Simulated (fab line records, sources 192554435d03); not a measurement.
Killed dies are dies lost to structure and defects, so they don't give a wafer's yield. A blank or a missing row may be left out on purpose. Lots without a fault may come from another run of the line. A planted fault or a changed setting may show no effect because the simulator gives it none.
Which tool did it? | flow n5_finfet | 9 lots, 27 wafers sampled, at 5 steps of a route of 1938

WHAT THE GAUGES READ, wafer by wafer
N5_BEOL_M2_CD_MEAS_18: pitch 36 nm, target cd 18 nm. Usual: cd_nm 17.9 nm, standard deviation 0.33.
lot  | measured     | on        | cd_nm (nm)     | flag
L571 | day 7 07:31  | cd_sem-01 | 17.8 18.0 18.2 |
L575 | day 7 12:05  | cd_sem-01 | 17.5 17.5 18.2 |
L579 | day 9 03:38  | cd_sem-02 | 17.2 17.2 17.2 |
L582 | day 10 05:50 | cd_sem-02 | 17.9 17.4 17.9 |
L586 | day 10 21:22 | cd_sem-01 | 17.5 17.4 17.2 |
L589 | day 11 04:34 | cd_sem-03 | 18.1 18.0 18.6 |
L591 | day 11 11:14 | cd_sem-02 | 17.8 17.8 18.1 |
L593 | day 12 17:50 | cd_sem-01 | 17.7 18.3 18.0 |
L594 | day 12 18:19 | cd_sem-02 | 18.1 18.2 17.8 |

N5_BEOL_M4_RC_MEAS_101. Usual: DIBL_N 36.0 mV/V, standard deviation 1.7; DIBL_P 36.2 mV/V, standard deviation 1.9; IOFF_N 0.154 nA/um, standard deviation 0.028; IOFF_P 0.21 nA/um, standard deviation 0.036; ION_N 675 uA/um, standard deviation 11; ION_P 463 uA/um, standard deviation 8.3; SS_N 71.4 mV/dec, standard deviation 0.63; SS_P 73.2 mV/dec, standard deviation 0.55; VT_N 250.2 mV, standard deviation 3; VT_P -251 mV, standard deviation 3.7.
lot  | measured     | on        | DIBL_N (mV/V)  | DIBL_P (mV/V)  | IOFF_N (nA/um)    | IOFF_P (nA/um) | ION_N (uA/um) | ION_P (uA/um) | SS_N (mV/dec)  | SS_P (mV/dec)  | VT_N (mV)         | VT_P (mV)      | flag
L571 | day 9 00:48  | prober-02 | 37.5 34.2 36.4 | 37.4 33.4 35.8 | 0.178 0.133 0.157 | 0.29 0.23 0.26 | 673 672 666   | 469 475 468   | 71.7 70.0 71.2 | 73.6 73.3 73.5 | 248.0 251.1 253.0 | -242 -245 -243 |
L575 | day 10 23:41 | prober-02 | 37.7 38.0 34.4 | 38.6 38.8 34.9 | 0.180 0.185 0.128 | 0.23 0.23 0.17 | 685 679 671   | 477 467 462   | 71.5 72.4 71.1 | 73.7 73.4 72.3 | 249.5 246.9 252.7 | -247 -248 -250 |
L579 | day 12 12:19 | prober-01 | 32.5 35.8 33.1 | 32.9 37.7 34.8 | 0.102 0.158 0.113 | 0.15 0.21 0.17 | 657 673 662   | 452 465 463   | 70.8 71.1 70.6 | 71.7 73.0 72.3 | 255.7 249.3 252.1 | -254 -248 -254 |
L582 | day 13 09:31 | prober-01 | 38.1 36.0 37.3 | 39.2 36.2 37.9 | 0.194 0.148 0.170 | 0.22 0.17 0.20 | 699 669 677   | 468 449 454   | 71.7 71.4 71.6 | 73.8 73.2 73.6 | 248.7 251.7 249.3 | -251 -256 -255 |
L586 | day 13 22:02 | prober-02 | 35.8 36.9 35.5 | 34.7 37.0 34.6 | 0.133 0.160 0.142 | 0.21 0.25 0.22 | 668 669 665   | 463 465 466   | 70.8 71.2 70.7 | 73.0 73.9 72.5 | 252.7 245.8 247.8 | -247 -246 -248 |
L589 | day 15 03:25 | prober-02 | 37.2 39.3 36.8 | 37.0 38.5 36.7 | 0.177 0.221 0.175 | 0.23 0.26 0.24 | 681 682 687   | 468 466 474   | 71.8 72.9 70.9 | 73.7 73.6 74.0 | 250.5 246.6 247.1 | -249 -246 -248 |
L591 | day 15 06:22 | prober-01 | 35.8 36.0 39.1 | 35.9 36.7 38.8 | 0.150 0.158 0.214 | 0.18 0.20 0.23 | 663 665 697   | 453 462 468   | 71.1 71.2 71.9 | 72.5 72.8 73.2 | 251.4 247.5 244.7 | -251 -249 -251 |
L593 | day 15 08:19 | prober-01 | 36.7 37.2 36.0 | 35.6 37.2 34.8 | 0.158 0.174 0.164 | 0.24 0.26 0.23 | 666 677 686   | 465 471 477   | 71.5 71.2 71.5 | 73.4 73.7 73.0 | 252.7 247.7 248.4 | -247 -243 -247 |
L594 | day 15 11:02 | prober-02 | 36.1 35.9 37.9 | 36.9 34.8 39.6 | 0.145 0.148 0.192 | 0.21 0.19 0.25 | 660 662 697   | 455 456 471   | 71.4 71.4 72.3 | 73.0 72.7 73.9 | 253.2 252.0 247.7 | -253 -252 -249 |

WHICH TOOL RAN EACH LOT (tool, then ch and the chambers of the sampled wafers, then the start)
lot  | N5_BEOL_M2_HM_OPEN_17             | N5_BEOL_M2_ALD_98                 | N5_BEOL_M2_ETCH_41
L571 | rie_metal-03 ch 0,1, day 7 07:20  | ald_sin-01 ch 0,2,3, day 7 08:41  | rie_diel-03 ch 1,2, day 9 00:48 or earlier
L575 | rie_metal-03 ch 0,1, day 7 11:54  | ald_sin-03 ch 0,1,2, day 7 12:40  | rie_diel-05 ch 1,2, day 10 23:41 or earlier
L579 | rie_metal-01 ch 0,1, day 9 03:28  | ald_sin-03 ch 0,1,2, day 9 04:16  | rie_diel-01 ch 0,2,3, day 12 12:19 or earlier
L582 | rie_metal-01 ch 0,1, day 10 05:39 | ald_sin-03 ch 0,3, day 10 06:32   | rie_diel-05 ch 1,3, day 13 09:31 or earlier
L586 | rie_metal-01 ch 0,1, day 10 21:10 | ald_sin-04 ch 0,1,2, day 10 22:04 | rie_diel-05 ch 0,2,3, day 13 22:02 or earlier
L589 | rie_metal-03 ch 0,1, day 11 04:22 | ald_sin-04 ch 0,2,3, day 11 05:16 | rie_diel-01 ch 0,1,2, day 15 03:25 or earlier
L591 | rie_metal-01 ch 0,1, day 11 11:03 | ald_sin-01 ch 0,1,3, day 11 12:01 | rie_diel-01 ch 0,1,3, day 15 06:22 or earlier
L593 | rie_metal-01 ch 0,1, day 12 17:39 | ald_sin-03 ch 0,1, day 12 18:26   | rie_diel-01 ch 0,1,2, day 15 08:19 or earlier
L594 | rie_metal-02 ch 0,1, day 12 18:08 | ald_sin-04 ch 0,2,3, day 12 19:23 | rie_diel-03 ch 0,1,3, day 15 11:02 or earlier
- N5_BEOL_M2_HM_OPEN_17: chemistry Cl2/BCl3, target TiN, target depth 20 nm, overetch 6 nm.
- N5_BEOL_M2_ALD_98: deposits SiO2, target thk 2.5 nm, pulse time 1 s, co reactant pulse time 1 s.
- N5_BEOL_M2_ETCH_41: etches SiCN in CH3F/O2, target depth 29.9 nm, time 52.5 s.

WHAT THE TOOLS THEMSELVES READ (means of the sampled wafers that have a number; where no wafer has one, the mark that the record gives instead)
N5_BEOL_M2_HM_OPEN_17. Usual: bias_w 126.0 W, standard deviation 0.38; drypump_motor_current_A 6.0 A, standard deviation 0.31; mfc_ar_sccm 25.00 sccm, standard deviation 0.074; oes_ar_750_au 0.76 a.u., standard deviation 0.078; oes_product_au 0.65 a.u., standard deviation 0.07; throttle_valve_pct 22.20 %, standard deviation 0.24.
lot  | tool         | bias_w (W) | drypump_motor_current_A (A) | mfc_ar_sccm (sccm) | oes_ar_750_au (a.u.) | oes_product_au (a.u.) | throttle_valve_pct (%) | flag
L571 | rie_metal-03 | 126.5      | 6.1                         | 24.91              | 0.71                 | 0.60                  | 22.17                  |
L575 | rie_metal-03 | 126.3      | 6.2                         | 25.07              | 0.78                 | 0.67                  | 22.15                  |
L579 | rie_metal-01 | 125.7      | 6.0                         | 24.96              | 0.76                 | 0.65                  | 22.41                  |
L582 | rie_metal-01 | 126.4      | 6.0                         | 24.97              | 0.76                 | 0.65                  | 22.41                  |
L586 | rie_metal-01 | 126.2      | 6.0                         | 25.00              | 0.75                 | 0.64                  | 22.41                  |
L589 | rie_metal-03 | 125.9      | 6.1                         | 24.99              | 0.69                 | 0.59                  | 22.21                  |
L591 | rie_metal-01 | 125.9      | 6.0                         | 25.07              | 0.76                 | 0.65                  | 22.20                  |
L593 | rie_metal-01 | 126.6      | 5.9                         | 25.03              | 0.75                 | 0.65                  | 22.21                  |
L594 | rie_metal-02 | 126.2      | 5.3                         | 25.02              | 0.81                 | 0.71                  | 21.92                  |

N5_BEOL_M2_ALD_98. Usual: heater_power_w 77 W, standard deviation 7.5; precursor_pulse_height_rel 1.000, standard deviation 0.02; susceptor_temp_C 99.99 C, standard deviation 0.13.
lot  | tool       | heater_power_w (W) | precursor_pulse_height_rel | susceptor_temp_C (C) | flag
L571 | ald_sin-01 | 72                 | 0.985                      | 99.92                |
L575 | ald_sin-03 | 79                 | 0.994                      | 100.06               |
L579 | ald_sin-03 | 79                 | 1.003                      | 100.08               |
L582 | ald_sin-03 | 85                 | 0.996                      | 99.99                |
L586 | ald_sin-04 | 73                 | 1.017                      | 99.99                |
L589 | ald_sin-04 | 80                 | 0.997                      | 100.01               |
L591 | ald_sin-01 | 76                 | 0.988                      | 100.02               |
L593 | ald_sin-03 | 78                 | 1.018                      | 100.06               |
L594 | ald_sin-04 | 79                 | 1.008                      | 100.07               |

N5_BEOL_M2_ETCH_41. Usual: bias_w 74.98 W, standard deviation 0.22; drypump_motor_current_A 5.8 A, standard deviation 0.46; mfc_ar_sccm 150.0 sccm, standard deviation 0.45; oes_product_au 0.81 a.u., standard deviation 0.074; rf_vpp_V 297.1 V, standard deviation 1.6; showerhead_plenum_p_Torr 1.99 Torr, standard deviation 0.07; throttle_valve_pct 16.28 %, standard deviation 0.21.
lot  | tool        | bias_w (W) | drypump_motor_current_A (A) | mfc_ar_sccm (sccm) | oes_product_au (a.u.) | rf_vpp_V (V) | showerhead_plenum_p_Torr (Torr) | throttle_valve_pct (%) | flag
L571 | rie_diel-03 | 74.89      | 6.6                         | 150.0              | 0.85                  | 298.0        | 2.04                            | 16.32                  |
L575 | rie_diel-05 | 75.21      | 5.8                         | 150.1              | 0.83                  | 298.0        | 2.04                            | 16.32                  |
L579 | rie_diel-01 | 75.01      | 5.6                         | 149.9              | 0.72                  | 296.9        | 1.93                            | 16.37                  |
L582 | rie_diel-05 | 75.13      | 6.0                         | 150.3              | 0.88                  | 296.2        | 1.96                            | 16.10                  |
L586 | rie_diel-05 | 74.75      | 5.5                         | 150.0              | 0.81                  | 297.7        | 2.02                            | 16.25                  |
L589 | rie_diel-01 | 75.02      | 6.0                         | 150.3              | 0.74                  | 297.0        | 1.97                            | 16.33                  |
L591 | rie_diel-01 | 74.83      | 5.9                         | 150.2              | 0.75                  | 295.1        | 1.89                            | 16.22                  |
L593 | rie_diel-01 | 75.05      | 6.0                         | 150.0              | 0.74                  | 296.9        | 1.97                            | 16.34                  |
L594 | rie_diel-03 | 74.81      | 6.0                         | 150.1              | 0.85                  | 297.1        | 2.00                            | 16.33                  |

THE ANSWER, worked out from the rows above alone
Rule: a lot is off if the mean of its wafers that have a number lies more than 3 standard deviations from the usual mean. A lot without any number at a reading at which 4 lots or more have one is off too. The other lots that the step has rows for count as sound. The gauges are gone through in route order, then the tools' own readings, and for those a lot's mean is taken as printed above. The first step at which some lot is off is used, and at that step the reading that is off furthest; a lot without a number counts as furthest.
No lot is off at any reading shown: from this, nothing can be told.

WHAT THE SIMULATOR HAD PUT IN
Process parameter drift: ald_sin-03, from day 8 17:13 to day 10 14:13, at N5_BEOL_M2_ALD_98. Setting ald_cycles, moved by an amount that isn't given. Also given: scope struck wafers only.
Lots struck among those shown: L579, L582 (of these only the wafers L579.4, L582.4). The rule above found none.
